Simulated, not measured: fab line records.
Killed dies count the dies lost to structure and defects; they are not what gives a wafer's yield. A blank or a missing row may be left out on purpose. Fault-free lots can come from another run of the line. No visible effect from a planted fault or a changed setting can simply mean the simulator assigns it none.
A struck lot beside a sound one    flow n5Finfet    17 steps out of a route of 1938
Sound: these wafers, L466.1, L466.2, L466.6. The struck wafers were L474.2, L474.4. Last of all comes the cause.
Each step with rows lists, per side, the tool, then ch with its chambers, then its first start. Under that, the readings that differ: sound wafers    struck wafers    difference of the means    sigmas: that difference in standard deviations of wafers without a fault.
alike: readings whose means differ by less than 2 such deviations, and words and numbers that are the same on both sides. not compared: withheld readings, readings that some wafer has no value for, bounds like >300 that may hide the same value, and numbers for which the record gives no deviation and whose values overlap.
The two part at a step that has a row with sigmas, a row that says differs or no value, or rows on one side only. When numbers do not overlap yet have no deviation, they are printed without sigmas and do not part them. A reading that every wafer of one side lacks parts them only if that side has two wafers or more.

first, 8 steps without rows for these wafers: N5_PASSIVATION_HMDS_03 (time 60 s); N5_PASSIVATION_COAT_04; N5_PASSIVATION_EBR_06; N5_PASSIVATION_SOFTBAKE_05 (time 90 s); N5_PASSIVATION_EXPOSE_07 (exposes mask TV, defocus 0 nm, target cd 3000 nm); N5_PASSIVATION_PEB_08; N5_PASSIVATION_DEVELOP_09 (develop time 60 s); N5_PASSIVATION_HARDBAKE_11 (time 120 s).
N5_PASSIVATION_CD_MEAS_10 targets a cd of 3000 nm.
  sound on cdSem-01 ch 0, day 13 12:59; struck on cdSem-01 ch 0, day 16 07:20
  alike: cdNm
N5_PASSIVATION_OVL_MEAS_60:
  sound on overlay-01 ch 0, day 13 13:01; struck on overlay-01 ch 0, day 16 07:22
  alike: TV_OVL
N5_PASSIVATION_INSPECT_61: inspects for defects (macro).
  sound on defectInspect-02 at day 13 13:03; struck on defectInspect-01 at day 16 07:23
  alike: rawDefectCount
N5_PASSIVATION_DESCUM_12: chemistry O2, time 7.9 s.
  sound on rieDiel-03 ch 0,3, day 13 13:14; struck on rieDiel-03 ch 0,3, day 16 07:25
  alike: chamberPressureMTorr, drypumpMotorCurrentA, oesProductAu, rfVppV, showerheadPlenumPTorr, throttleValvePct
  not compared: rfHoursCounterH
N5_PASSIVATION_PASS_ETCH_74: etches SiNx in CF4/O2, target depth 220 nm, time 110 s.
  sound on rieDiel-03 ch 0,3, day 13 13:18; struck on rieDiel-03 ch 0,3, day 16 07:29
reading                        sound            struck     difference  sigmas
oesProductAu (a.u.)            0.74 0.72 0.71   0.95 0.94  +0.22       +3
model.etch.depthNm (nm)        214.2 219.3 220  328 338.9  +116        
model.TV_OPEN.cdOffsetNm (nm)  0 0 0            -4.2 -5    -4.6        
  alike: chamberPressureMTorr, drypumpMotorCurrentA, oes_ar_750_au, rfVppV, showerheadPlenumPTorr, throttleValvePct
  not compared: rfHoursCounterH, model.coat_of_PASSIVATION_COAT_04.thkNm
N5_PASSIVATION_VIA_ETCH_13: etches SiO2 in CHF3/O2, target depth 660 nm, time 330 s.
  sound on rieDiel-03 ch 0,3, day 13 13:23; struck on rieDiel-03 ch 0,3, day 16 07:34
  alike: chamberPressureMTorr, drypumpMotorCurrentA, etchRfOnTimeS, oes_ar_750_au, oesProductAu, rfVppV, showerheadPlenumPTorr, throttleValvePct
  not compared: rfHoursCounterH, model.coat_of_PASSIVATION_COAT_04.thkNm
N5_PASSIVATION_STRIP_14: strips in O2.
  sound on rieDiel-03 ch 0,3, day 13 13:35; struck on rieDiel-03 ch 0,3, day 16 07:46
  alike: chamberPressureMTorr, drypumpMotorCurrentA, oesProductAu, rfVppV, showerheadPlenumPTorr, throttleValvePct
  not compared: rfHoursCounterH
N5_PASSIVATION_ETCH_15: etches SiCN in CF4/N2, target depth 75 nm, time 81.2 s.
  sound on rieDiel-03 ch 0,3; struck on rieDiel-03 ch 0,3
reading                        sound        struck   difference  sigmas
model.TV_OPEN.cdOffsetNm (nm)  2.6 1.8 2.4  -2 -3.4  -5          
  alike: chamberPressureMTorr, drypumpMotorCurrentA, oesProductAu, rfVppV, showerheadPlenumPTorr, throttleValvePct
  not compared: rfHoursCounterH
then, 1 step without rows for these wafers: N5_PASSIVATION_STRIP_73 (strips in post etch residue remover, time 60 s).

== WHERE THEY PART ==
At N5_PASSIVATION_PASS_ETCH_74 and nowhere else, as far as this record goes. Later steps at which nothing parts them and some readings are alike: N5_PASSIVATION_VIA_ETCH_13, N5_PASSIVATION_STRIP_14, N5_PASSIVATION_ETCH_15.

WHY: whatever the simulator had introduced
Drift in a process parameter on rieDiel-03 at N5_PASSIVATION_PASS_ETCH_74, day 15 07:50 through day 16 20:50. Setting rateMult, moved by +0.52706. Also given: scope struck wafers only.
